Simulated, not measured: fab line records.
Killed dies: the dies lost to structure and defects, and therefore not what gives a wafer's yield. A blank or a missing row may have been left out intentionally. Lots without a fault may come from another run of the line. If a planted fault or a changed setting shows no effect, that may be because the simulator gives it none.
fab line records + flow n5Finfet
[record]
- lots = 15
- wafers = 45
- lastDay = 18
route steps=1938 shown BEOL_M8@1345
lots with no fault: from the same line, run without faults
startH: the number of hours between the record's first day and the start of the first shown wafer of the lot + waitH: how many hours have passed since the lot's step before this one + " unchanged from the row above + L1.1+2: a single row standing in for several wafers + - value missing, or start not given + * or withheld: withheld + < > ~ a bound
route shown NAME@n: a module of which the file shows steps, and the number in the route of the first + usual: the fault-free wafers' mean and standard deviation + same: alike in all rows + chamber/n: place in a boat + sites: readings site by site + _std_site: the standard deviation of these + _edge_site: mean of outer sites minus mean of inner sites + radiusMm: how far each site lies from the wafer's centre + mask NAME#n: copy n + behind: the last tool/chamber to shape the wafer + hold: cause of the lot's hold/its duration in hours/its outcome + device: the transistor (n, p or np) that didn't switch + end of line: the tests these same wafers got at the end of their route + a step with no rows: only its recipe + killed: the dies lost at the first sort to structure and to defects; this is not the yield of the wafer + map: shows each die of a wafer: x if killed, . if not, _ if none is there
set.NAME: the setting that was run; set.NAME@STEP: the one run at that earlier step + model.NAME: the simulator's own value behind a step, which no gauge read
one table for each step of the route and one row for each wafer, over a sample of lots
services: when a tool's chamber went out of use (startH, in hours from the record's first day, below 0 if earlier), for how many hours, and the reason
[[steps]]
[step N5_BEOL_M8_CD_MEAS_11]
[recipe]
- targetCdNm = 38.5
- landingEnergyEv = 500
- detector = seInlens
- polarity = opening
[usual]
- cdNm = 38.6/0.48
| lot.wafer | tool     | chamber | startH | waitH | cdNm |
|-----------|----------|---------|--------|-------|------|
| L280.4    | cdSem-02 | 0       | 210.77 | -     | 38.3 |
| L280.5    | "        | 0       | "      | "     | 39.6 |
| L280.6    | "        | 0       | "      | "     | 38.9 |
| L281.2    | cdSem-01 | 0       | 216.75 | -     | 39.2 |
| L281.4    | "        | 0       | "      | "     | 37.9 |
| L281.6    | "        | 0       | "      | "     | 38.1 |
| L282.2    | cdSem-01 | 0       | 219.37 | -     | 38.7 |
| L282.3    | "        | 0       | "      | "     | 38.0 |
| L282.5    | "        | 0       | "      | "     | 38.6 |
| L286.2    | cdSem-02 | 0       | 258.47 | -     | 39.0 |
| L286.5    | "        | 0       | "      | "     | 39.9 |
| L286.6    | "        | 0       | "      | "     | 38.9 |
| L287.2    | cdSem-03 | 0       | 258.64 | -     | 38.9 |
| L287.4    | "        | 0       | "      | "     | 38.8 |
| L287.5    | "        | 0       | "      | "     | 38.3 |
| L291.1    | cdSem-03 | 0       | 270.10 | -     | 38.4 |
| L291.2    | "        | 0       | "      | "     | 37.5 |
| L291.6    | "        | 0       | "      | "     | 38.4 |
| L294.2    | cdSem-03 | 0       | 287.86 | -     | 38.4 |
| L294.4    | "        | 0       | "      | "     | 38.3 |
| L294.5    | "        | 0       | "      | "     | 38.4 |
| L295.2    | cdSem-02 | 0       | 292.81 | -     | 39.0 |
| L295.3    | "        | 0       | "      | "     | 39.3 |
| L295.5    | "        | 0       | "      | "     | 38.0 |
| L296.3    | cdSem-03 | 0       | 311.11 | -     | 38.9 |
| L296.4    | "        | 0       | "      | "     | 38.4 |
| L296.5    | "        | 0       | "      | "     | 38.4 |
| L298.1    | cdSem-02 | 0       | 318.87 | -     | 38.8 |
| L298.2    | "        | 0       | "      | "     | 38.3 |
| L298.3    | "        | 0       | "      | "     | 38.4 |
| L299.2    | cdSem-01 | 0       | 329.45 | -     | 39.0 |
| L299.3    | "        | 0       | "      | "     | 38.5 |
| L299.4    | "        | 0       | "      | "     | 39.8 |
| L300.1    | cdSem-01 | 0       | 335.66 | -     | 39.0 |
| L300.5    | "        | 0       | "      | "     | 38.5 |
| L300.6    | "        | 0       | "      | "     | 38.7 |
| L303.2    | cdSem-03 | 0       | 345.46 | -     | 38.8 |
| L303.4    | "        | 0       | "      | "     | 39.1 |
| L303.5    | "        | 0       | "      | "     | 37.8 |
| L302.1    | cdSem-02 | 0       | 350.30 | -     | 38.6 |
| L302.2    | "        | 0       | "      | "     | 39.2 |
| L302.4    | "        | 0       | "      | "     | 38.5 |
| L301.2    | cdSem-02 | 0       | 350.50 | -     | 38.9 |
| L301.3    | "        | 0       | "      | "     | 37.9 |
| L301.4    | "        | 0       | "      | "     | 39.5 |
[step N5_BEOL_M8_HM_OPEN_17]
[recipe]
- chemistry = Cl2/BCl3
- targetDepthA = 200
- overetchA = 60
- target = TiN
- maskMaterial = SOC
- ionEnergyEv = 150
- pressureMtorr = 10
- icpW = 1000
- biasW = 126
- Cl2_flow_sccm = 53.25
- bcl3FlowSccm = 21.75
- Ar_flow_sccm = 25
[usual]
- drypumpMotorCurrentA = 5.7/0.54
- oes_ar_750_au = 0.77/0.083
- oesProductAu = 0.65/0.075
- throttleValvePct = 22.14/0.17
| lot.wafer | tool        | chamber | startH | waitH | drypumpMotorCurrentA | oes_ar_750_au | oesProductAu | rfHoursCounterH | throttleValvePct |
|-----------|-------------|---------|--------|-------|----------------------|---------------|--------------|-----------------|------------------|
| L280.4    | rieMetal-01 | 0       | 211.23 | 0.1   | 6.2                  | 0.86          | 0.77         | -               | 22.04            |
| L280.5    | "           | 0       | "      | "     | 6.2                  | 0.87          | 0.76         | -               | 22.04            |
| L280.6    | "           | 1       | "      | "     | 5.8                  | 0.65          | 0.55         | -               | 22.39            |
| L281.2    | rieMetal-02 | 1       | 217.28 | 0.0   | 5.6                  | 0.91          | 0.75         | 8               | 22.14            |
| L281.4    | "           | 0       | "      | "     | 6.1                  | 0.73          | 0.62         | -               | 22.22            |
| L281.6    | "           | 1       | "      | "     | 5.6                  | 0.91          | 0.75         | -               | 22.15            |
| L282.2    | rieMetal-01 | 0       | 219.81 | 0.0   | 6.1                  | 0.86          | 0.77         | 10              | 22.04            |
| L282.3    | "           | 1       | "      | "     | 5.8                  | 0.65          | 0.55         | -               | 22.39            |
| L282.5    | "           | 0       | "      | "     | 6.1                  | 0.86          | 0.76         | -               | 22.02            |
| L286.2    | rieMetal-03 | 0       | 258.84 | 0.0   | 4.6                  | 0.76          | 0.66         | 41              | 22.25            |
| L286.5    | "           | 0       | "      | "     | 4.6                  | 0.76          | 0.67         | -               | 22.27            |
| L286.6    | "           | 1       | "      | "     | 5.9                  | 0.70          | 0.58         | -               | 21.83            |
| L287.2    | rieMetal-01 | 0       | 259.03 | 0.1   | 6.2                  | 0.84          | 0.74         | -               | 22.04            |
| L287.4    | "           | 0       | "      | "     | 6.2                  | 0.85          | 0.74         | -               | 22.07            |
| L287.5    | "           | 0       | "      | "     | 6.2                  | 0.84          | 0.74         | -               | 22.04            |
| L291.1    | rieMetal-03 | 0       | 270.46 | 0.0   | 4.6                  | 0.75          | 0.67         | 43              | 22.26            |
| L291.2    | "           | 1       | "      | "     | 5.9                  | 0.70          | 0.57         | 86              | 21.84            |
| L291.6    | "           | 0       | "      | "     | 4.6                  | 0.74          | 0.67         | -               | 22.27            |
| L294.2    | rieMetal-03 | 0       | 288.24 | 0.0   | 4.6                  | 0.74          | 0.65         | 45              | 22.29            |
| L294.4    | "           | 0       | "      | "     | 4.6                  | 0.74          | 0.65         | -               | 22.27            |
| L294.5    | "           | 0       | "      | "     | 4.6                  | 0.74          | 0.65         | -               | 22.29            |
| L295.2    | rieMetal-01 | 0       | 293.19 | 0.0   | 6.2                  | 0.83          | 0.73         | 17              | 22.06            |
| L295.3    | "           | 1       | "      | "     | 5.8                  | 0.64          | 0.54         | -               | 22.40            |
| L295.5    | "           | 0       | "      | "     | 6.1                  | 0.83          | 0.73         | -               | 22.07            |
| L296.3    | rieMetal-03 | 0       | 311.57 | 0.1   | 4.6                  | 0.74          | 0.65         | -               | 22.29            |
| L296.4    | "           | 1       | "      | "     | 5.9                  | 0.70          | 0.56         | -               | 21.84            |
| L296.5    | "           | 0       | "      | "     | 4.6                  | 0.74          | 0.66         | -               | 22.27            |
| L298.1    | rieMetal-02 | 0       | 319.24 | 0.0   | 6.1                  | 0.71          | 0.60         | 70              | 22.26            |
| L298.2    | "           | 1       | "      | "     | 5.6                  | 0.86          | 0.70         | 17              | 22.19            |
| L298.3    | "           | 0       | "      | "     | 6.1                  | 0.71          | 0.60         | -               | 22.24            |
| L299.2    | rieMetal-01 | 1       | 329.82 | 0.0   | 5.8                  | 1.00          | 0.84         | 1               | 21.89            |
| L299.3    | "           | 1       | "      | "     | 5.8                  | 1.00          | 0.83         | -               | 21.86            |
| L299.4    | "           | 0       | "      | "     | 6.2                  | 0.81          | 0.71         | -               | 22.09            |
| L300.1    | rieMetal-02 | 1       | 336.02 | 0.0   | 5.6                  | 0.85          | 0.70         | 19              | 22.20            |
| L300.5    | "           | 0       | "      | "     | 6.1                  | 0.71          | 0.60         | -               | 22.27            |
| L300.6    | "           | 1       | "      | "     | 5.6                  | 0.85          | 0.70         | -               | 22.21            |
| L303.2    | rieMetal-02 | 1       | 345.82 | 0.0   | 5.5                  | 0.85          | 0.71         | 19              | 22.19            |
| L303.4    | "           | 1       | "      | "     | 5.6                  | 0.85          | 0.70         | -               | 22.18            |
| L303.5    | "           | 0       | "      | "     | 6.1                  | 0.70          | 0.61         | -               | 22.25            |
| L302.1    | rieMetal-02 | 1       | 350.68 | 0.0   | 5.6                  | 0.85          | 0.71         | 20              | 22.18            |
| L302.2    | "           | 0       | "      | "     | 6.1                  | 0.70          | 0.59         | 73              | 22.23            |
| L302.4    | "           | 0       | "      | "     | 6.1                  | 0.70          | 0.60         | -               | 22.26            |
| L301.2    | rieMetal-02 | 1       | 350.93 | 0.0   | 5.6                  | 0.85          | 0.70         | 20              | 22.18            |
| L301.3    | "           | 0       | "      | "     | 6.1                  | 0.70          | 0.60         | -               | 22.25            |
| L301.4    | "           | 1       | "      | "     | 5.5                  | 0.85          | 0.71         | -               | 22.18            |
[step N5_BEOL_M8_DEVELOP_27]
[recipe]
- developTimeS = 30
- developer = TMAH
- resist = CAR-EUV
- rinseLiquid = surfactantRinse
- dry = airSpin
- devTempC = 23
[usual]
- chillPlateTempC = 23.00/0.099
- developTimeS = 30/0
- developerTempC = 22.99/0.12
- resistLineTempC = 23.01/0.12
| lot.wafer | tool          | chamber | startH | waitH | chillPlateTempC | developTimeS | developerTempC | resistLineTempC |
|-----------|---------------|---------|--------|-------|-----------------|--------------|----------------|-----------------|
| L280.4    | lithoTrack-01 | 0       | 211.85 | -     | 23.03           | 30           | 23.14          | 22.81           |
| L280.5    | "             | 0       | "      | "     | 23.14           | 30           | 22.93          | 22.85           |
| L280.6    | "             | 0       | "      | "     | 22.99           | 30           | 22.77          | 22.80           |
| L281.2    | lithoTrack-01 | 0       | 217.99 | -     | 23.12           | 30           | 23.01          | 23.12           |
| L281.4    | "             | 0       | "      | "     | 23.01           | 30           | 22.83          | 23.05           |
| L281.6    | "             | 0       | "      | "     | 23.03           | 30           | 23.08          | 23.03           |
| L282.2    | lithoTrack-01 | 0       | 222.41 | -     | 23.01           | 30           | 22.88          | 23.14           |
| L282.3    | "             | 0       | "      | "     | 23.10           | 30           | 22.91          | 22.97           |
| L282.5    | "             | 0       | "      | "     | 23.11           | 30           | 22.68          | 23.06           |
| L286.2    | lithoTrack-03 | -       | 261.42 | -     | -               | -            | -              | -               |
| L286.5    | "             | -       | "      | "     | -               | -            | -              | -               |
| L286.6    | "             | -       | "      | "     | -               | -            | -              | -               |
| L287.2    | lithoTrack-03 | -       | 262.28 | -     | -               | -            | -              | -               |
| L287.4    | "             | -       | "      | "     | -               | -            | -              | -               |
| L287.5    | "             | -       | "      | "     | -               | -            | -              | -               |
| L291.1    | lithoTrack-03 | -       | 271.05 | -     | -               | -            | -              | -               |
| L291.2    | "             | -       | "      | "     | -               | -            | -              | -               |
| L291.6    | "             | -       | "      | "     | -               | -            | -              | -               |
| L294.2    | lithoTrack-04 | 0       | 292.17 | -     | 23.07           | 30           | 22.98          | 23.04           |
| L294.4    | "             | 0       | "      | "     | 23.03           | 30           | 22.98          | 23.01           |
| L294.5    | "             | 0       | "      | "     | 22.91           | 30           | 22.78          | 23.03           |
| L295.2    | lithoTrack-03 | 0       | 298.21 | -     | 23.09           | 30           | 22.98          | 22.94           |
| L295.3    | "             | 0       | "      | "     | 23.06           | 30           | 22.78          | 23.05           |
| L295.5    | "             | 0       | "      | "     | 23.07           | 30           | 23.02          | 23.01           |
| L296.3    | lithoTrack-01 | 0       | 312.76 | -     | 22.98           | 30           | 23.18          | 23.05           |
| L296.4    | "             | 0       | "      | "     | 22.97           | 30           | 23.00          | 23.15           |
| L296.5    | "             | 0       | "      | "     | 22.93           | 30           | 23.02          | 23.18           |
| L298.1    | lithoTrack-04 | 0       | 322.58 | -     | 22.95           | 30           | 22.92          | 22.94           |
| L298.2    | "             | 0       | "      | "     | 22.96           | 30           | 22.92          | 22.82           |
| L298.3    | "             | 0       | "      | "     | 22.88           | 30           | 22.81          | 22.98           |
| L299.2    | lithoTrack-01 | 0       | 331.13 | -     | 23.04           | 30           | 22.97          | 23.04           |
| L299.3    | "             | 0       | "      | "     | 23.00           | 30           | 23.06          | 23.06           |
| L299.4    | "             | 0       | "      | "     | 23.03           | 30           | 22.97          | 23.03           |
| L300.1    | lithoTrack-04 | 0       | 338.46 | -     | 22.97           | 30           | 22.70          | 23.08           |
| L300.5    | "             | 0       | "      | "     | 22.93           | 30           | 22.80          | 22.95           |
| L300.6    | "             | 0       | "      | "     | 22.86           | 30           | 22.73          | 23.14           |
| L303.2    | lithoTrack-03 | 0       | 349.37 | -     | 22.88           | 30           | 22.95          | 23.14           |
| L303.4    | "             | 0       | "      | "     | 22.99           | 30           | 23.01          | 22.98           |
| L303.5    | "             | 0       | "      | "     | 22.82           | 30           | 22.84          | 23.14           |
| L302.1    | lithoTrack-03 | 0       | 353.68 | -     | 23.12           | 30           | 23.00          | 23.16           |
| L302.2    | "             | 0       | "      | "     | 23.11           | 30           | 23.21          | 22.95           |
| L302.4    | "             | 0       | "      | "     | 23.25           | 30           | 23.08          | 22.98           |
| L301.2    | lithoTrack-04 | 0       | 353.85 | -     | 22.89           | 30           | 23.21          | 22.76           |
| L301.3    | "             | 0       | "      | "     | 22.83           | 30           | 23.24          | 22.84           |
| L301.4    | "             | 0       | "      | "     | 23.01           | 30           | 23.23          | 23.05           |
[step N5_BEOL_M8_ETCH_72]
[recipe]
- chemistry = N2/H2
- target = underlayer
- targetDepthA = 65
- maskMaterial = CAR-EUV
- timeS = 5.2
- ionEnergyEv = 200
- pressureMtorr = 30
- sourceW = 840
- biasW = 150
- n2FlowSccm = 200
- h2FlowSccm = 200
- ends = cleared
[usual]
- drypumpMotorCurrentA = 5.6/0.51
- etchRfOnTimeS = 5.30/0.13
- oesProductAu = 0.66/0.043
- rfVppV = 523.1/2.4
- showerheadPlenumPTorr = 2.52/0.073
- throttleValvePct = 17.85/0.26
| lot.wafer | tool       | chamber | startH | waitH | drypumpMotorCurrentA | etchRfOnTimeS | oesProductAu | rfHoursCounterH | rfVppV | showerheadPlenumPTorr | throttleValvePct |
|-----------|------------|---------|--------|-------|----------------------|---------------|--------------|-----------------|--------|-----------------------|------------------|
| L280.4    | rieDiel-06 | 3       | 212.06 | 0.0   | 6.6                  | 5.21          | 0.68         | 102             | 522.4  | 2.57                  | 18.11            |
| L280.5    | "          | 0       | "      | "     | 6.2                  | 5.24          | 0.74         | -               | 525.1  | 2.48                  | 17.82            |
| L280.6    | "          | 1       | "      | "     | 4.8                  | 5.25          | 0.62         | -               | 520.5  | 2.41                  | 17.90            |
| L281.2    | rieDiel-02 | 0       | 218.21 | 0.0   | 5.4                  | 5.37          | 0.61         | 167             | 522.4  | 2.53                  | 18.07            |
| L281.4    | "          | 1       | "      | "     | 5.1                  | 5.42          | 0.70         | 51              | 522.7  | 2.48                  | 17.93            |
| L281.6    | "          | 0       | "      | "     | 5.4                  | 5.41          | 0.61         | -               | 523.3  | 2.53                  | 18.06            |
| L282.2    | rieDiel-03 | 1       | 222.75 | 0.0   | 6.1                  | 5.33          | 0.74         | 56              | 525.9  | 2.59                  | 17.56            |
| L282.3    | "          | 0       | "      | "     | 5.5                  | 5.23          | 0.69         | 87              | 527.2  | 2.68                  | 17.32            |
| L282.5    | "          | 1       | "      | "     | 6.2                  | 5.37          | 0.73         | -               | 524.5  | 2.59                  | 17.58            |
| L286.2    | rieDiel-02 | 1       | 262.40 | 0.0   | 5.1                  | 5.44          | 0.69         | 68              | 521.6  | 2.47                  | 17.96            |
| L286.5    | "          | 0       | "      | "     | 5.4                  | 5.41          | 0.60         | -               | 522.4  | 2.53                  | 18.11            |
| L286.6    | "          | 3       | "      | "     | 5.4                  | 5.40          | 0.63         | -               | 525.9  | 2.64                  | 17.87            |
| L287.2    | rieDiel-06 | 3       | 262.77 | 0.0   | 6.6                  | 5.17          | 0.66         | 118             | 523.9  | 2.57                  | 18.16            |
| L287.4    | "          | 0       | "      | "     | 6.2                  | 5.24          | 0.71         | 65              | 522.3  | 2.47                  | 17.84            |
| L287.5    | "          | 1       | "      | "     | 4.8                  | 5.26          | 0.60         | -               | 523.5  | 2.41                  | 17.90            |
| L291.1    | rieDiel-02 | 0       | 271.26 | 0.0   | 5.4                  | 5.43          | 0.59         | 187             | 523.3  | 2.53                  | 18.08            |
| L291.2    | "          | 1       | "      | "     | 5.0                  | 5.48          | 0.68         | 71              | 520.9  | 2.47                  | 17.95            |
| L291.6    | "          | 1       | "      | "     | 5.0                  | 5.49          | 0.68         | -               | 522.3  | 2.47                  | 17.92            |
| L294.2    | rieDiel-03 | 2       | 292.38 | 0.0   | 5.6                  | 5.27          | 0.69         | 69              | 523.5  | 2.57                  | 17.37            |
| L294.4    | "          | 1       | "      | "     | 6.1                  | 5.38          | 0.70         | 80              | 526.2  | 2.58                  | 17.62            |
| L294.5    | "          | 1       | "      | "     | 6.1                  | 5.35          | 0.70         | -               | 525.0  | 2.58                  | 17.61            |
| L295.2    | rieDiel-02 | 0       | 298.43 | 0.0   | 5.4                  | 5.47          | 0.59         | 197             | 522.3  | 2.52                  | 18.14            |
| L295.3    | "          | 2       | "      | "     | 5.1                  | 5.16          | 0.71         | 71              | 523.4  | 2.48                  | 18.22            |
| L295.5    | "          | 2       | "      | "     | 5.1                  | 5.20          | 0.71         | -               | 520.9  | 2.48                  | 18.18            |
| L296.3    | rieDiel-02 | 1       | 313.50 | 0.0   | 5.1                  | 5.53          | 0.67         | 87              | 521.3  | 2.47                  | 17.95            |
| L296.4    | "          | 3       | "      | "     | 5.4                  | 5.42          | 0.61         | 192             | 526.0  | 2.63                  | 17.88            |
| L296.5    | "          | 3       | "      | "     | 5.4                  | 5.43          | 0.61         | -               | 525.7  | 2.63                  | 17.91            |
| L298.1    | rieDiel-02 | 2       | 322.82 | 0.0   | 5.2                  | 5.10          | 0.72         | 79              | 521.3  | 2.47                  | 18.22            |
| L298.2    | "          | 0       | "      | "     | 5.4                  | 5.38          | 0.58         | 205             | 524.3  | 2.52                  | 18.13            |
| L298.3    | "          | 3       | "      | "     | 5.4                  | 5.40          | 0.62         | 195             | 528.2  | 2.63                  | 17.90            |
| L299.2    | rieDiel-06 | 1       | 331.98 | 0.0   | 4.9                  | 5.20          | 0.60         | 216             | 521.0  | 2.40                  | 17.99            |
| L299.3    | "          | 0       | "      | "     | 6.3                  | 5.30          | 0.69         | 88              | 521.7  | 2.46                  | 17.91            |
| L299.4    | "          | 2       | "      | "     | 5.4                  | 5.49          | 0.63         | 146             | 519.7  | 2.43                  | 17.76            |
| L300.1    | rieDiel-03 | 0       | 339.00 | 0.0   | 5.5                  | 5.17          | 0.67         | 128             | 527.3  | 2.66                  | 17.38            |
| L300.5    | "          | 3       | "      | "     | 6.0                  | 5.15          | 0.61         | -               | 520.9  | 2.52                  | 17.84            |
| L300.6    | "          | 2       | "      | "     | 5.6                  | 5.30          | 0.66         | -               | 523.8  | 2.56                  | 17.40            |
| L303.2    | rieDiel-06 | 3       | 349.59 | 0.0   | 6.6                  | 5.12          | 0.64         | 145             | 524.5  | 2.55                  | 18.20            |
| L303.4    | "          | 2       | "      | "     | 5.5                  | 5.51          | 0.64         | 152             | 521.9  | 2.43                  | 17.77            |
| L303.5    | "          | 3       | "      | "     | 6.6                  | 5.12          | 0.65         | -               | 523.2  | 2.55                  | 18.20            |
| L302.1    | rieDiel-03 | 1       | 354.25 | 0.0   | 6.2                  | 5.34          | 0.69         | 102             | 524.4  | 2.57                  | 17.68            |
| L302.2    | "          | 3       | "      | "     | 6.0                  | 5.19          | 0.61         | 190             | 521.8  | 2.52                  | 17.86            |
| L302.4    | "          | 2       | "      | "     | 5.6                  | 5.22          | 0.67         | 91              | 523.8  | 2.56                  | 17.40            |
| L301.2    | rieDiel-03 | 1       | 354.64 | 0.0   | 6.1                  | 5.43          | 0.68         | 102             | 524.1  | 2.57                  | 17.68            |
| L301.3    | "          | 0       | "      | "     | 5.5                  | 5.19          | 0.65         | 133             | 528.0  | 2.66                  | 17.36            |
| L301.4    | "          | 3       | "      | "     | 6.0                  | 5.16          | 0.61         | 190             | 524.1  | 2.52                  | 17.82            |
[[services]]
| tool        | chamber | startH | hours | kind          |
|-------------|---------|--------|-------|---------------|
| rieMetal-01 | -       | 195.05 | 14.6  | pm            |
| rieMetal-01 | -       | 210.27 | 0.7   | repair        |
| rieDiel-06  | 3       | 237.05 | 5.0   | repair        |
| rieMetal-01 | 1       | 246.97 | 16.4  | repair        |
| rieMetal-03 | -       | 264.13 | 0.5   | repair        |
| rieMetal-01 | -       | 296.25 | 0.1   | repair        |
| rieMetal-01 | 1       | 300.14 | -     | clean         |
| rieMetal-01 | 1       | 300.14 | 21.2  | scheduledDown |
| rieMetal-01 | 1       | 300.14 | 21.2  | ventCycle     |
| rieMetal-03 | 1       | 300.85 | 7.4   | repair        |
| rieDiel-03  | 3       | 307.60 | 7.1   | repair        |
| rieDiel-02  | 3       | 335.50 | 4.8   | repair        |
[[key]]
[firstSign]
- step = N5_BEOL_M8_DEVELOP_27
- reading = toolRecord
- direction = missing
effect none on later readings
metAt N5_BEOL_M8_DEVELOP_27
struckLots L286,L287,L291
laterRowsLeftOut L286.2,L286.5,L286.6,L287.2,L287.4,L287.5,L291.1,L291.2,L291.6
sortLeftOut L286.2,L286.5,L286.6,L287.2,L287.4,L287.5,L291.1,L291.2,L291.6
notActingAt N5_BEOL_M8_CD_MEAS_11,N5_BEOL_M8_HM_OPEN_17,N5_BEOL_M8_ETCH_72
[fault]
- kind = skippedStepWhole
- tool = lithoTrack-03
- chamber = -
- onsetH = 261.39
- steps = N5_BEOL_M8_DEVELOP_27
- scope = struckLotsOnly
// sortLeftOut: the simulated sort isn't trusted on such a fault, so these wafers' sort isn't shown, and their yield isn't known
// laterRowsLeftOut: the simulator's readings of these wafers behind a module that went badly wrong aren't trusted and aren't shown, but for the sort
